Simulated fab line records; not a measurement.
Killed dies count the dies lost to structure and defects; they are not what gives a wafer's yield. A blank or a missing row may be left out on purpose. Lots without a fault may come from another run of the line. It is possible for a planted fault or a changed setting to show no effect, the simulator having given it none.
fab line records -- flow n5-finfet
record: lots: 7, wafers: 21
route steps=1938 shown BEOL_M13@1696 BEOL_M14@1762 BEOL_M15@1773 MIM_BOT@1833 TV_OPEN@1890 PAD_METAL@1895 PASSIVATION@1921
start-h: start of the lot's first displayed wafer, in hours after the record's first day -- wait-h: how many hours have passed since the lot's step before this one -- " repeats the value in the row above -- L1.1+2: one row covering several wafers at once -- - either no value or no given start -- * or withheld: withheld -- < > ~ a bound
route shown NAME@n: names a module that has steps shown in the file, with the first one's number in the route -- usual: the fault-free wafers' mean and standard deviation -- same: alike in all rows -- chamber/n: place in a boat -- sites: each site's reading -- _std_site: standard deviation across them -- _edge_site: the outer-site mean with the inner-site mean subtracted -- radius-mm: for every site, how far away it sits from the centre of the wafer -- mask NAME#n: copy n -- behind: the most recent tool/chamber to have shaped the wafer -- hold: why the lot went on hold/how many hours it stayed there/how the hold came to an end -- device: the n, p or np transistor that did not switch -- end of line: tests run on the same wafers once the route is complete -- step lacking rows: just its recipe -- killed: dies that structure and defects cost at the first sort, which is not the same as the wafer's yield -- map: a wafer's dies, marking killed ones x, the rest . and places with no die _
set.NAME: setting as actually run; set.NAME@STEP: the setting as run at that earlier step -- model.NAME: the simulator's own value behind a step, which no gauge read
lots with deliberately changed settings; one table per step, one row per wafer
== steps ==
step: N5_BEOL_M13_TRENCH_ETCH_34
recipe: chemistry: C4F8/O2/Ar, target: SiOC, target-depth-a: 4134.7, mask-material: SOC, pressure-mtorr: 30, source-w: 3000, bias-w: 700, Ar_flow_sccm: 400, C4F8_flow_sccm: 15, O2_flow_sccm: 8, he-inner-torr: 15, he-outer-torr: 30, time-s: 162.6, ion-energy-ev: 250
lot.wafer,tool,chamber,start-h,wait-h,set.time-s,model.etch.depth-nm
L079.2,rie-diel-02,3,271.04,0.0,162.6,407.3
L079.3,rie-diel-02,2,271.04,0.0,162.6,413.8
L079.5,rie-diel-02,1,271.04,0.0,195,477.4
L078.1,rie-diel-03,2,282.22,0.0,162.6,407.2
L078.3,rie-diel-03,3,282.22,0.0,162.6,407.9
L078.6,rie-diel-03,1,282.22,0.0,195.8,490.7
L082.2,rie-diel-03,3,283.73,0.0,133.1,333.7
L082.3,rie-diel-03,2,283.73,0.0,133.1,336.9
L082.4,rie-diel-03,1,283.73,0.0,162.6,409.8
L091.1,rie-diel-03,0,331.28,0.0,162.6,410.6
L091.2,rie-diel-03,2,331.28,0.0,162.6,411.8
L091.6,rie-diel-03,0,331.28,0.0,162.6,404.6
L094.1,rie-diel-02,2,362.05,0.0,162.6,410.4
L094.4,rie-diel-02,0,362.05,0.0,162.6,403.7
L094.5,rie-diel-02,3,362.05,0.0,162.6,409.8
L097.2,rie-diel-03,0,387.19,0.0,181.3,458.9
L097.4,rie-diel-03,1,387.19,0.0,181.3,463.2
L097.5,rie-diel-03,3,387.19,0.0,162.6,404.3
L095.1,rie-diel-03,3,387.82,0.0,162.6,405.3
L095.2,rie-diel-03,0,387.82,0.0,162.6,415
L095.6,rie-diel-03,2,387.82,0.0,162.6,412.9
step: N5_BEOL_M13_STRIP_70
recipe: chemistry: C4F8/O2/Ar, resist: SiARC, rf-frequency-hz: 6e+07
step: N5_BEOL_M13_OCD_MEAS_35
usual: trench-depth-nm: 410/5.8
lot.wafer,tool,chamber,start-h,wait-h,set.time-s@BEOL_M13_TRENCH_ETCH_34,trench-depth-nm
L079.2,ocd-01,-,271.22,0.0,162.6,407
L079.3,ocd-01,-,271.22,0.0,162.6,414
L079.5,ocd-01,-,271.22,0.0,195,478
L078.1,ocd-02,-,282.40,0.0,162.6,407
L078.3,ocd-02,-,282.40,0.0,162.6,408
L078.6,ocd-02,-,282.40,0.0,195.8,491
L082.2,ocd-02,-,283.91,0.0,133.1,334
L082.3,ocd-02,-,283.91,0.0,133.1,337
L082.4,ocd-02,-,283.91,0.0,162.6,410
L091.1,ocd-02,-,331.45,0.0,162.6,411
L091.2,ocd-02,-,331.45,0.0,162.6,412
L091.6,ocd-02,-,331.45,0.0,162.6,404
L094.1,ocd-01,-,362.22,0.0,162.6,410
L094.4,ocd-01,-,362.22,0.0,162.6,404
L094.5,ocd-01,-,362.22,0.0,162.6,410
L097.2,ocd-02,-,387.37,0.0,181.3,459
L097.4,ocd-02,-,387.37,0.0,181.3,464
L097.5,ocd-02,-,387.37,0.0,162.6,404
L095.1,ocd-02,-,388.00,0.0,162.6,406
L095.2,ocd-02,-,388.00,0.0,162.6,415
L095.6,ocd-02,-,388.00,0.0,162.6,413
step: N5_BEOL_M13_STRIP_37
recipe: chemistry: N2/H2, power-w: 1000, temp-c: 250, h2-frac: 0.65, overash-fraction: 0.3, pressure-mtorr: withheld, n2-flow-sccm: 1750, h2-flow-sccm: 3250
step: N5_BEOL_M13_ETCH_38
recipe: chemistry: CF4/N2, target: SiCN, target-depth-a: 675, taper-deg: 2, time-s: 71.9, ion-energy-ev: 150, mask-material: SiO2, pressure-mtorr: 40, source-w: 430, bias-w: 70, Ar_flow_sccm: 100, cf4-flow-sccm: 60, n2-flow-sccm: 60
step: N5_BEOL_M13_ECD_47
recipe: material: Cu, target-thk-a: 9360
step: N5_BEOL_M13_ANNEAL_48
recipe: temp-c: 225, time-s: 90, ambient: N2
step: N5_BEOL_M13_CMP_49
recipe: stop-on: SiOC, t-overpolish-s: 17.1, down-force-psi: 1, platen-rpm: 50, clearing-platen-down-force-psi: 1.5, clearing-platen-rpm: 50, post-cmp-clean: cu-alkaline, target-thk-nm: 420, clearing-platen-pad-velocity-m-s: 0.99484, pad-velocity-m-s: 0.99484
lot.wafer,tool,chamber,start-h,wait-h,set.time-s@BEOL_M13_TRENCH_ETCH_34,model.Cu_of_BEOL_M13_ECD_47.thk-nm
L079.3,cmp-03,2,278.42,0.2,162.6,420.8
L079.2,cmp-03,3,278.42,0.2,162.6,415
L079.5,cmp-03,2,278.42,0.2,195,485
L078.1,cmp-01,2,285.69,0.3,162.6,416
L078.3,cmp-01,0,285.69,0.3,162.6,415
L078.6,cmp-01,2,285.69,0.3,195.8,500.8
L082.3,cmp-03,1,292.24,0.2,133.1,341.8
L082.2,cmp-03,2,292.24,0.2,133.1,340.2
L082.4,cmp-03,0,292.24,0.2,162.6,415.2
L091.1,cmp-02,1,333.28,0.3,162.6,419
L091.2,cmp-02,0,333.28,0.3,162.6,419.4
L091.6,cmp-02,1,333.28,0.3,162.6,413
L094.4,cmp-02,1,365.42,0.1,162.6,410
L094.1+5,cmp-02,"0,2",365.42,0.1,162.6,415.8
L097.2,cmp-02,3,391.24,0.2,181.3,465.2
L097.4,cmp-02,0,391.24,0.2,181.3,470.8
L097.5,cmp-02,0,391.24,0.2,162.6,411.4
L095.2,cmp-01,0,393.54,0.2,162.6,422.6
L095.1,cmp-01,2,393.54,0.2,162.6,412.8
L095.6,cmp-01,0,393.54,0.2,162.6,419.8
step: N5_BEOL_M13_THK_MEAS_50
recipe: thk-meas-gauge: xrf, reads: Cu_of_BEOL_M13_ECD_47
usual: M13_THK: 424/6.4
lot.wafer,tool,chamber,start-h,wait-h,set.time-s@BEOL_M13_TRENCH_ETCH_34,M13_THK[nm]
L079.2,film-metro-02,-,278.72,-,162.6,418
L079.3,film-metro-02,-,278.72,-,162.6,425
L079.5,film-metro-02,-,278.72,-,195,488
L078.1,film-metro-01,-,285.98,-,162.6,419
L078.3,film-metro-01,-,285.98,-,162.6,418
L078.6,film-metro-01,-,285.98,-,195.8,507
L082.2,film-metro-02,-,292.53,-,133.1,342
L082.3,film-metro-02,-,292.53,-,133.1,344
L082.4,film-metro-02,-,292.53,-,162.6,419
L091.1,film-metro-01,-,333.57,-,162.6,429
L091.2,film-metro-01,-,333.57,-,162.6,430
L091.6,film-metro-01,-,333.57,-,162.6,425
L094.1,film-metro-01,-,365.71,-,162.6,431
L094.4,film-metro-01,-,365.71,-,162.6,424
L094.5,film-metro-01,-,365.71,-,162.6,431
L097.2,film-metro-02,-,391.54,-,181.3,474
L097.4,film-metro-02,-,391.54,-,181.3,478
L097.5,film-metro-02,-,391.54,-,162.6,415
L095.1,film-metro-01,-,393.84,-,162.6,424
L095.2,film-metro-01,-,393.84,-,162.6,434
L095.6,film-metro-01,-,393.84,-,162.6,430
step: N5_BEOL_M13_PRE_CLEAN_52
recipe: gas: NH3, time-s: 15, temp-c: withheld, rf-power-w: 300
step: N5_BEOL_M13_DEP_53
recipe: material: SiCN, target-thk-a: 500, temp-c: withheld, precursor: 3MS/NH3, pressure-torr: 3, rf-w: 675, time-s: 17.8
step: N5_BEOL_M13_RS_MEAS_54
recipe: thk-meas-gauge: four-point-probe, reads: Cu_of_BEOL_M13_ECD_47+Ta_of_BEOL_M13_SPUTTER_44+TaN_of_BEOL_M13_SPUTTER_43
usual: M13_RS: 0.0453/0.00065
lot.wafer,tool,chamber,start-h,wait-h,set.time-s@BEOL_M13_TRENCH_ETCH_34,M13_RS[ohm/sq]
L079.2,film-metro-01,-,278.85,0.1,162.6,0.0454
L079.3,film-metro-01,-,278.85,0.1,162.6,0.0449
L079.5,film-metro-01,-,278.85,0.1,195,0.0388
L078.1,film-metro-01,-,286.11,0.0,162.6,0.0454
L078.3,film-metro-01,-,286.11,0.0,162.6,0.0456
L078.6,film-metro-01,-,286.11,0.0,195.8,0.0375
L082.2,film-metro-02,-,292.66,0.1,133.1,0.0560
L082.3,film-metro-02,-,292.66,0.1,133.1,0.0557
L082.4,film-metro-02,-,292.66,0.1,162.6,0.0455
L091.1,film-metro-01,-,333.70,0.0,162.6,0.0451
L091.2,film-metro-01,-,333.70,0.0,162.6,0.0451
L091.6,film-metro-01,-,333.70,0.0,162.6,0.0458
L094.1,film-metro-02,-,365.84,0.0,162.6,0.0455
L094.4,film-metro-02,-,365.84,0.0,162.6,0.0461
L094.5,film-metro-02,-,365.84,0.0,162.6,0.0454
L097.2,film-metro-01,-,391.70,0.1,181.3,0.0405
L097.4,film-metro-01,-,391.70,0.1,181.3,0.0400
L097.5,film-metro-01,-,391.70,0.1,162.6,0.0459
L095.1,film-metro-01,-,393.97,0.0,162.6,0.0457
L095.2,film-metro-01,-,393.97,0.0,162.6,0.0446
L095.6,film-metro-01,-,393.97,0.0,162.6,0.0450
step: N5_BEOL_M14_SPUTTER_43
recipe: material: TaN, target-thk-a: 150, temp-c: 50, bias-v: 168.6, power-w: 15000, chamber-pressure-pa: 0.12, time-s: 24.19
lot.wafer,tool,chamber,start-h,wait-h,set.power-w,model.TaN_of_BEOL_M14_SPUTTER_43.thk-nm
L079.2+5,pvd-sputter-01,-,290.78,0.0,15000,15
L079.3,pvd-sputter-01,-,290.78,0.0,17600,17.4
L078.1+3,pvd-sputter-01,-,297.84,0.0,15000,15
L078.6,pvd-sputter-01,-,297.84,0.0,15000,15.2
L082.2,pvd-sputter-01,-,301.58,0.0,15000,15.2
L082.3,pvd-sputter-01,-,301.58,0.0,15000,15.4
L082.4,pvd-sputter-01,-,301.58,0.0,15000,14.8
L091.1,pvd-sputter-03,-,344.64,0.0,15000,14.8
L091.2+6,pvd-sputter-03,-,344.64,0.0,15000,15
L094.1,pvd-sputter-01,-,369.34,0.0,15000,15
L094.4,pvd-sputter-01,-,369.34,0.0,15000,14.8
L094.5,pvd-sputter-01,-,369.34,0.0,15000,15.2
L097.2+5,pvd-sputter-01,-,394.27,0.0,15000,15.2
L097.4,pvd-sputter-01,-,394.27,0.0,15000,15.4
L095.1,pvd-sputter-02,-,398.61,0.0,17360,17.4
L095.2+6,pvd-sputter-02,-,398.61,0.0,15000,15
step: N5_BEOL_M15_ILD_DEP_00
recipe: material: SiO2, target-thk-a: 16293, temp-c: 400, precursor: TEOS/O2, pressure-torr: 6.5, rf-w: 900, teos-flow-sccm: 161.4, gas: O2, flow-sccm: 2650, time-s: 346.1
lot.wafer,tool,chamber,start-h,wait-h,set.time-s,model.SiO2_of_BEOL_M15_ILD_DEP_00.thk-nm
L079.2,pecvd-02,2,292.04,0.0,361.2,1669
L079.3,pecvd-02,1,292.04,0.0,346.1,1605
L079.5,pecvd-02,0,292.04,0.0,346.1,1660
L078.1,pecvd-04,2,299.11,0.0,346.1,1618
L078.3,pecvd-04,1,299.11,0.0,392.6,1813
L078.6,pecvd-04,1,299.11,0.0,346.1,1627
L082.2,pecvd-03,2,303.00,0.0,379.1,1717
L082.3,pecvd-03,1,303.00,0.0,346.1,1603
L082.4,pecvd-03,0,303.00,0.0,379.1,1780
L091.1,pecvd-02,2,345.89,0.0,346.1,1593
L091.2,pecvd-02,1,345.89,0.0,346.1,1597
L091.6,pecvd-02,2,345.89,0.0,346.1,1639
L094.1,pecvd-03,1,370.59,0.0,321.3,1517
L094.4,pecvd-03,2,370.59,0.0,346.1,1626
L094.5,pecvd-03,1,370.59,0.0,346.1,1660
L097.2,pecvd-03,0,395.55,0.0,367.8,1715
L097.4,pecvd-03,2,395.55,0.0,346.1,1634
L097.5,pecvd-03,0,395.55,0.0,346.1,1636
L095.1,pecvd-03,0,399.93,0.0,346.1,1595
L095.2,pecvd-03,1,399.93,0.0,299.3,1367
L095.6,pecvd-03,0,399.93,0.0,346.1,1621
step: N5_BEOL_M15_THK_MEAS_01
recipe: reads: SiO2_of_BEOL_M15_ILD_DEP_00
usual: M15_ILD_THK: 1617/22
lot.wafer,tool,chamber,start-h,wait-h,set.time-s@BEOL_M15_ILD_DEP_00,M15_ILD_THK[nm]
L079.2,film-metro-02,-,292.29,0.1,361.2,1668
L079.3,film-metro-02,-,292.29,0.1,346.1,1604
L079.5,film-metro-02,-,292.29,0.1,346.1,1661
L078.1,film-metro-01,-,299.36,0.1,346.1,1619
L078.3,film-metro-01,-,299.36,0.1,392.6,1811
L078.6,film-metro-01,-,299.36,0.1,346.1,1627
L082.2,film-metro-02,-,303.25,0.1,379.1,1716
L082.3,film-metro-02,-,303.25,0.1,346.1,1602
L082.4,film-metro-02,-,303.25,0.1,379.1,1780
L091.1,film-metro-01,-,346.14,0.1,346.1,1592
L091.2,film-metro-01,-,346.14,0.1,346.1,1596
L091.6,film-metro-01,-,346.14,0.1,346.1,1639
L094.1,film-metro-01,-,370.84,0.1,321.3,1518
L094.4,film-metro-01,-,370.84,0.1,346.1,1625
L094.5,film-metro-01,-,370.84,0.1,346.1,1659
L097.2,film-metro-01,-,395.80,0.1,367.8,1716
L097.4,film-metro-01,-,395.80,0.1,346.1,1634
L097.5,film-metro-01,-,395.80,0.1,346.1,1636
L095.1,film-metro-01,-,400.28,0.2,346.1,1594
L095.2,film-metro-01,-,400.28,0.2,299.3,1367
L095.6,film-metro-01,-,400.28,0.2,346.1,1620
step: N5_BEOL_M15_COAT_58
recipe: resist: BARC, temp-c: 205, time-s: 60, spin-rpm: 1500, resist-thk-nm: 89
step: N5_BEOL_M15_COAT_04
recipe: spin-rpm: 1704, resist-thk-nm: 800
step: N5_BEOL_M15_DESCUM_15
recipe: chemistry: O2, time-s: 7.9, source-power-w: 50, bias-power-w: 20, pressure-mtorr: 20, rf-frequency-hz: 2.712e+07, temp-c: 40, o2-flow-sccm: 225
step: N5_BEOL_M15_ETCH_59
recipe: chemistry: N2/H2, target: BARC, target-depth-a: 890, overetch-a: 267, time-s: 67.9, ion-energy-ev: 200, pressure-mtorr: 30, source-w: 840, bias-w: 150, n2-flow-sccm: 200, h2-flow-sccm: 200
step: N5_BEOL_M15_VIA_ETCH_16
recipe: chemistry: C4F8/O2/Ar, target: SiO2, he-inner-torr: 15, he-outer-torr: 30, target-depth-a: 17922, time-s: withheld, ion-energy-ev: 800, pressure-mtorr: 20, source-w: 1905, bias-w: 2040, Ar_flow_sccm: 400, C4F8_flow_sccm: 16, O2_flow_sccm: 12, ends: cleared
lot.wafer,tool,chamber,start-h,wait-h,set.time-s@BEOL_M15_ILD_DEP_00,model.etch.depth-nm,model.coat_of_BEOL_M15_COAT_04.thk-nm
L079.2,rie-diel-02,2,292.78,0.0,*,1669,320.4
L079.3,rie-diel-02,0,292.78,0.0,*,1605,339.6
L079.5,rie-diel-02,0,292.78,0.0,*,1660,329.8
L078.1,rie-diel-03,3,299.96,0.0,*,1618,339
L078.3,rie-diel-03,2,299.96,0.0,*,1813,296.4
L078.6,rie-diel-03,0,299.96,0.0,*,1627,328.4
L082.2,rie-diel-03,1,303.87,0.0,*,1717,314.2
L082.3,rie-diel-03,2,303.87,0.0,*,1603,344.4
L082.4,rie-diel-03,3,303.87,0.0,*,1780,299.8
L091.1,rie-diel-02,3,346.78,0.0,*,1593,346.6
L091.2,rie-diel-02,0,346.78,0.0,*,1597,344.4
L091.6,rie-diel-02,2,346.78,0.0,*,1639,328.6
L094.1,rie-diel-02,3,371.32,0.0,*,1517,363.2
L094.4,rie-diel-02,2,371.32,0.0,*,1626,333.8
L094.5,rie-diel-02,1,371.32,0.0,*,1660,326.2
L097.2,rie-diel-03,3,396.28,0.0,*,1715,314.2
L097.4,rie-diel-03,2,396.28,0.0,*,1634,336.4
L097.5,rie-diel-03,1,396.28,0.0,*,1636,331.4
L095.1,rie-diel-02,2,400.76,0.0,*,1595,345.6
L095.2,rie-diel-02,1,400.76,0.0,*,1367,397.4
L095.6,rie-diel-02,2,400.76,0.0,*,1621,336.4
step: N5_MIM_BOT_SPUTTER_00
recipe: material: TiN, target-thk-a: 350, temp-c: 200, power-w: 3000, chamber-pressure-pa: 0.49996, gas: Ar, reactive-partial-pa: 0.37997, time-s: 89.7
lot.wafer,tool,chamber,start-h,wait-h,set.time-s,model.TiN_of_MIM_BOT_SPUTTER_00.thk-nm
L079.2,pvd-sputter-01,-,304.90,0.0,99.91,38.6
L079.3,pvd-sputter-01,-,304.90,0.0,89.7,35.2
L079.5,pvd-sputter-01,-,304.90,0.0,89.7,34.6
L078.1,pvd-sputter-03,-,309.14,0.0,93.07,36.2
L078.3,pvd-sputter-03,-,309.14,0.0,89.7,35
L078.6,pvd-sputter-03,-,309.14,0.0,89.7,35.4
L082.2+4,pvd-sputter-03,-,310.14,0.0,89.7,35.2
L082.3,pvd-sputter-03,-,310.14,0.0,96.41,38
L091.1+2,pvd-sputter-03,-,355.66,0.0,89.7,35.8
L091.6,pvd-sputter-03,-,355.66,0.0,89.7,36
L094.1+5,pvd-sputter-01,-,378.31,0.0,89.7,34.8
L094.4,pvd-sputter-01,-,378.31,0.0,89.7,34.6
L097.2,pvd-sputter-01,-,402.86,0.0,89.7,35
L097.4,pvd-sputter-01,-,402.86,0.0,99.46,38.4
L097.5,pvd-sputter-01,-,402.86,0.0,89.7,34.2
L095.1+6,pvd-sputter-01,-,407.20,0.0,89.7,34.6
L095.2,pvd-sputter-01,-,407.20,0.0,101.2,39.6
step: N5_PASSIVATION_ETCH_15
recipe: chemistry: CF4/N2, target: SiCN, target-depth-a: 750, taper-deg: 2, time-s: 81.2, ion-energy-ev: 150, mask-material: SiNx, pressure-mtorr: 40, source-w: 430, bias-w: 70, Ar_flow_sccm: 100, cf4-flow-sccm: 60, n2-flow-sccm: 60
usual: rf-vpp-V: 382.6/2.4
lot.wafer,tool,chamber,start-h,wait-h,set.bias-w,rf-vpp-V
L079.2,rie-diel-02,1,-,-,70,378.7
L079.3,rie-diel-02,3,-,-,70,385.0
L079.5,rie-diel-02,0,-,-,70,382.8
L082.2,rie-diel-03,2,-,-,70,384.5
L082.3,rie-diel-03,0,-,-,58.12,338.9
L082.4,rie-diel-03,1,-,-,70,380.9
L078.1,rie-diel-02,1,-,-,70,380.0
L078.3,rie-diel-02,3,-,-,61.14,351.9
L078.6,rie-diel-02,3,-,-,61.14,353.0
L091.1,rie-diel-02,0,-,-,70,382.2
L091.2,rie-diel-02,3,-,-,70,385.6
L091.6,rie-diel-02,2,-,-,70,378.9
L094.1,rie-diel-01,3,-,-,70,380.5
L094.4,rie-diel-01,2,-,-,70,385.1
L094.5,rie-diel-01,1,-,-,76.99,408.5
L097.2,rie-diel-02,0,-,-,76.7,403.3
L097.4,rie-diel-02,1,-,-,76.7,409.5
L097.5,rie-diel-02,2,-,-,76.7,398.0
L095.1,rie-diel-02,1,-,-,70,385.0
L095.2,rie-diel-02,3,-,-,70,385.1
L095.6,rie-diel-02,3,-,-,82.45,425.2
step: N5_PASSIVATION_SPUTTER_20
recipe: material: TaN, target-thk-a: 500, temp-c: 25, chamber-pressure-pa: 0.4
lot.wafer,tool,chamber,start-h,wait-h,set.target-thk-a,model.TaN_of_PASSIVATION_SPUTTER_20.thk-nm
L079.2,pvd-sputter-03,-,310.34,0.0,458.3,46.2
L079.3,pvd-sputter-03,-,310.34,0.0,500,50.4
L079.5,pvd-sputter-03,-,310.34,0.0,458.3,46
L082.2,pvd-sputter-03,-,315.88,0.0,500,50.2
L082.3,pvd-sputter-03,-,315.88,0.0,500,50
L082.4,pvd-sputter-03,-,315.88,0.0,481.2,48.2
L078.1,pvd-sputter-03,-,316.30,0.0,500,50.8
L078.3,pvd-sputter-03,-,316.30,0.0,500,51.2
L078.6,pvd-sputter-03,-,316.30,0.0,467,47.8
L091.1,pvd-sputter-03,-,361.70,0.0,500,50
L091.2,pvd-sputter-03,-,361.70,0.0,500,49.6
L091.6,pvd-sputter-03,-,361.70,0.0,500,50.4
L094.1,pvd-sputter-02,-,383.49,0.0,541.5,54
L094.4,pvd-sputter-02,-,383.49,0.0,500,50
L094.5,pvd-sputter-02,-,383.49,0.0,541.5,54.2
L097.2,pvd-sputter-03,-,408.52,0.0,500,50.4
L097.4,pvd-sputter-03,-,408.52,0.0,523.7,52.6
L097.5,pvd-sputter-03,-,408.52,0.0,523.7,53.2
L095.1+2,pvd-sputter-03,-,411.91,0.0,500,49.6
L095.6,pvd-sputter-03,-,411.91,0.0,500,50.6
step: N5_PASSIVATION_EXPOSE_41
recipe: mask-id: PASS_OPEN, na: 0.55, defocus-nm: 0, source-shape: conventional, sigma-outer: 0.8, polarization: unpolarized, target-cd-nm: 40000, dose-mj: 57.25
lot.wafer,tool,chamber,start-h,wait-h,mask,set.dose-mj
L079.2+3,krf-scanner-01,0,312.78,-,PASS_OPEN#0,60.22
L079.5,krf-scanner-01,0,312.78,-,PASS_OPEN#0,57.25
L082.2+4,krf-scanner-01,0,318.16,-,PASS_OPEN#0,58.67
L082.3,krf-scanner-01,0,318.16,-,PASS_OPEN#0,57.25
L078.1+3+6,krf-scanner-01,0,318.97,-,PASS_OPEN#0,57.25
L091.1+2+6,krf-scanner-01,0,363.95,-,PASS_OPEN#0,57.25
L094.1+4,krf-scanner-01,0,385.68,-,PASS_OPEN#0,54.51
L094.5,krf-scanner-01,0,385.68,-,PASS_OPEN#0,57.25
L097.2+4,krf-scanner-01,0,410.75,-,PASS_OPEN#0,54.49
L097.5,krf-scanner-01,0,410.75,-,PASS_OPEN#0,57.25
L095.1+2+6,krf-scanner-02,0,414.16,-,PASS_OPEN#0,57.25
step: N5_PASSIVATION_PEB_42
recipe: peb-temp-c: withheld, peb-time-s: *
step: N5_PASSIVATION_DEVELOP_43
recipe: develop-time-s: 60, rinse-liquid: diw, dry: air-spin, dev-temp-c: 21
step: N5_PASSIVATION_HARDBAKE_45
recipe: temp-c: 130, time-s: 120
step: N5_PASSIVATION_CD_MEAS_44
recipe: target-cd-nm: 40000, landing-energy-ev: 500, detector: se-inlens
usual: cd-nm: 40003/4.3
lot.wafer,tool,chamber,start-h,wait-h,set.dose-mj@PASSIVATION_EXPOSE_41,cd-nm
L079.2,cd-sem-03,0,312.95,-,60.22,40016
L079.3,cd-sem-03,0,312.95,-,60.22,40024
L079.5,cd-sem-03,0,312.95,-,57.25,40007
L082.2,cd-sem-03,0,318.33,-,58.67,40022
L082.3,cd-sem-03,0,318.33,-,57.25,40007
L082.4,cd-sem-03,0,318.33,-,58.67,40016
L078.1,cd-sem-03,0,319.14,-,57.25,40006
L078.3,cd-sem-03,0,319.14,-,57.25,40005
L078.6,cd-sem-03,0,319.14,-,57.25,40002
L091.1,cd-sem-01,0,364.13,-,57.25,40008
L091.2,cd-sem-01,0,364.13,-,57.25,40006
L091.6,cd-sem-01,0,364.13,-,57.25,40005
L094.1,cd-sem-03,0,385.86,-,54.51,39984
L094.4,cd-sem-03,0,385.86,-,54.51,39986
L094.5,cd-sem-03,0,385.86,-,57.25,40005
L097.2,cd-sem-03,0,410.92,-,54.49,39989
L097.4,cd-sem-03,0,410.92,-,54.49,39986
L097.5,cd-sem-03,0,410.92,-,57.25,40007
L095.1,cd-sem-03,0,414.34,-,57.25,39993
L095.2,cd-sem-03,0,414.34,-,57.25,39995
L095.6,cd-sem-03,0,414.34,-,57.25,39998
== key ==
split: step: N5_BEOL_M13_TRENCH_ETCH_34, setting: time-s, stated: 162.6, by: wafer
response: step: N5_BEOL_M13_TRENCH_ETCH_34, reading: model.etch.depth-nm, change: +3.95, per: 1%, r: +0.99
response: step: N5_BEOL_M13_OCD_MEAS_35, reading: trench-depth-nm, change: +3.96, per: 1%, r: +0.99
response: step: N5_BEOL_M13_CMP_49, reading: model.Cu_of_BEOL_M13_ECD_47.thk-nm, change: +3.98, per: 1%, r: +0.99
response: step: N5_BEOL_M13_THK_MEAS_50, reading: M13_THK, change: +4.09, per: 1%, r: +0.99
response: step: N5_BEOL_M13_RS_MEAS_54, reading: M13_RS, change: -0.000425, per: 1%, r: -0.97
split: step: N5_BEOL_M14_SPUTTER_43, setting: power-w, stated: 15000, by: wafer
response: step: N5_BEOL_M14_SPUTTER_43, reading: model.TaN_of_BEOL_M14_SPUTTER_43.thk-nm, change: +0.145, per: 1%, r: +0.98
split: step: N5_BEOL_M15_ILD_DEP_00, setting: time-s, stated: 346.1, by: wafer
response: step: N5_BEOL_M15_ILD_DEP_00, reading: model.SiO2_of_BEOL_M15_ILD_DEP_00.thk-nm, change: +15.6, per: 1%, r: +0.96
response: step: N5_BEOL_M15_THK_MEAS_01, reading: M15_ILD_THK, change: +15.5, per: 1%, r: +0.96
response: step: N5_BEOL_M15_VIA_ETCH_16, reading: model.etch.depth-nm, change: +15.6, per: 1%, r: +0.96
response: step: N5_BEOL_M15_VIA_ETCH_16, reading: model.coat_of_BEOL_M15_COAT_04.thk-nm, change: -3.62, per: 1%, r: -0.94
split: step: N5_MIM_BOT_SPUTTER_00, setting: time-s, stated: 89.7, by: wafer
response: step: N5_MIM_BOT_SPUTTER_00, reading: model.TiN_of_MIM_BOT_SPUTTER_00.thk-nm, change: +0.357, per: 1%, r: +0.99
split: step: N5_PASSIVATION_ETCH_15, setting: bias-w, stated: 70, by: wafer
response: step: N5_PASSIVATION_ETCH_15, reading: rf-vpp-V, change: +2.39, per: 1%, r: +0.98
split: step: N5_PASSIVATION_SPUTTER_20, setting: target-thk-a, stated: 500, by: wafer
response: step: N5_PASSIVATION_SPUTTER_20, reading: model.TaN_of_PASSIVATION_SPUTTER_20.thk-nm, change: +0.503, per: 1%, r: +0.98
split: step: N5_PASSIVATION_EXPOSE_41, setting: dose-mj, stated: 57.25, by: wafer
response: step: N5_PASSIVATION_CD_MEAS_44, reading: cd-nm, change: +3.57, per: 1%, r: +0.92
